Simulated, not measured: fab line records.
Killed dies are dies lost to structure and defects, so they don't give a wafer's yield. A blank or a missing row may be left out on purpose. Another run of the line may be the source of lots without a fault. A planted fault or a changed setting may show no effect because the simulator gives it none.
A lot that was struck, set against a sound lot + flow n5_finfet + 18 steps out of a route of 1938
Sound: the wafers L330.1, L330.4, L330.6. The struck wafers were L348.4, L348.5, L348.6. The cause is named last.
At each step with rows: each side's tool, then ch and its chambers, then its first start. Under that, the readings that differ: sound wafers + struck wafers + difference of the means + sigmas: that difference in standard deviations of wafers without a fault.
alike: readings whose means differ by less than 2 such deviations, and words and numbers that are the same on both sides. not compared: withheld readings, readings that some wafer has no value for, bounds like >300 that may hide the same value, and numbers for which the record gives no deviation and whose values overlap.
The two part at a step that has a row with sigmas, a row that says differs or no value, or rows on one side only. When numbers do not overlap yet have no deviation, they are printed without sigmas and do not part them. A reading missing from all wafers of one side parts the sides only when that side holds two or more wafers.

N5_BEOL_M11_THK_MEAS_53: measures by xrf.
  struck on film_metro-01, day 15 17:10; sound on film_metro-02, day 11 00:40
  alike: M11_THK
then, 1 step without rows for these wafers: N5_BEOL_M11_PRE_CLEAN_55 (time 15 s).
N5_BEOL_M11_DEP_56: deposits SiCN from 3MS/NH3, target thk 30 nm, time 10.5 s.
  sound on pecvd-01 ch 0,2, day 11 00:43; struck on pecvd-02 ch 0,1,2, day 15 17:15
  alike: showerhead_plenum_p_Torr, throttle_valve_pct
N5_BEOL_M11_RS_MEAS_57: measures by four-point-probe.
  struck on film_metro-02, day 15 17:18; sound on film_metro-02, day 11 00:47
  alike: M11_RS
N5_BEOL_M11_INSPECT_58: inspects for defects (darkfield).
  struck on defect_inspect-02, day 15 17:19; sound on defect_inspect-02, day 11 00:49
  alike: raw_defect_count
N5_BEOL_M12_ILD_DEP_00: deposits SiOC from DEMS/O2, target thk 658.92 nm, time 130.7 s.
  sound on pecvd-03 ch 1,2, day 11 00:51; struck on pecvd-03 ch 0,1,2, day 15 17:25
  alike: heater_power_w, showerhead_plenum_p_Torr, throttle_valve_pct
N5_BEOL_M12_THK_MEAS_01:
  struck on film_metro-02, day 15 17:29; sound on film_metro-01, day 11 00:59
  alike: M12_ILD_THK
then, 5 steps without rows for these wafers: N5_BEOL_M12_COAT_58 (time 60 s, resist thk 89 nm); N5_BEOL_M12_COAT_04 (resist thk 400 nm); N5_BEOL_M12_EBR_06; N5_BEOL_M12_SOFTBAKE_05 (time 60 s); N5_BEOL_M12_EXPOSE_07 (exposes mask V11).
N5_BEOL_M12_PEB_08: peb time 90 s.
  sound on litho_track-04 ch 0, day 11 01:10; struck on litho_track-04 ch 0, day 15 17:48
| reading                  | sound                | struck               | difference | sigmas |
|--------------------------|----------------------|----------------------|------------|--------|
| heater_power_total_W (W) | 172.1 172.1 173.2    | 176.3 175.8 175.6    | +3.4       | +4     |
| plate_temp_C (C)         | 130.01 129.76 129.99 | 132.21 132.13 132.15 | +2.24      | +17    |
then, 2 steps without rows for these wafers: N5_BEOL_M12_DEVELOP_09 (develop time 45 s); N5_BEOL_M12_HARDBAKE_14 (time 120 s).
N5_BEOL_M12_CD_MEAS_10: target cd 140 nm.
  sound on cd_sem-02 ch 0, day 11 01:17; struck on cd_sem-02 ch 0, day 15 17:55
| reading    | sound             | struck            | difference | sigmas |
|------------|-------------------|-------------------|------------|--------|
| cd_nm (nm) | 141.0 141.7 142.0 | 148.4 150.1 146.3 | +6.7       | +4     |
N5_BEOL_M12_OVL_MEAS_11:
  sound on overlay-01 ch 0, day 11 01:19; struck on overlay-01 ch 0, day 15 17:57
  alike: V11_OVL
then, 1 step without rows for these wafers: N5_PASSIVATION_PROBE_49.

WHERE THEY PART
Earliest at N5_BEOL_M12_PEB_08; latest, in this record, at N5_BEOL_M12_CD_MEAS_10. Later steps at which nothing parts them and some readings are alike: N5_BEOL_M12_OVL_MEAS_11.

WHY: what had been put in by the simulator
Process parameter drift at N5_BEOL_M12_PEB_08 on litho_track-04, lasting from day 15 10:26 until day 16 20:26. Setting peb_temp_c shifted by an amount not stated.
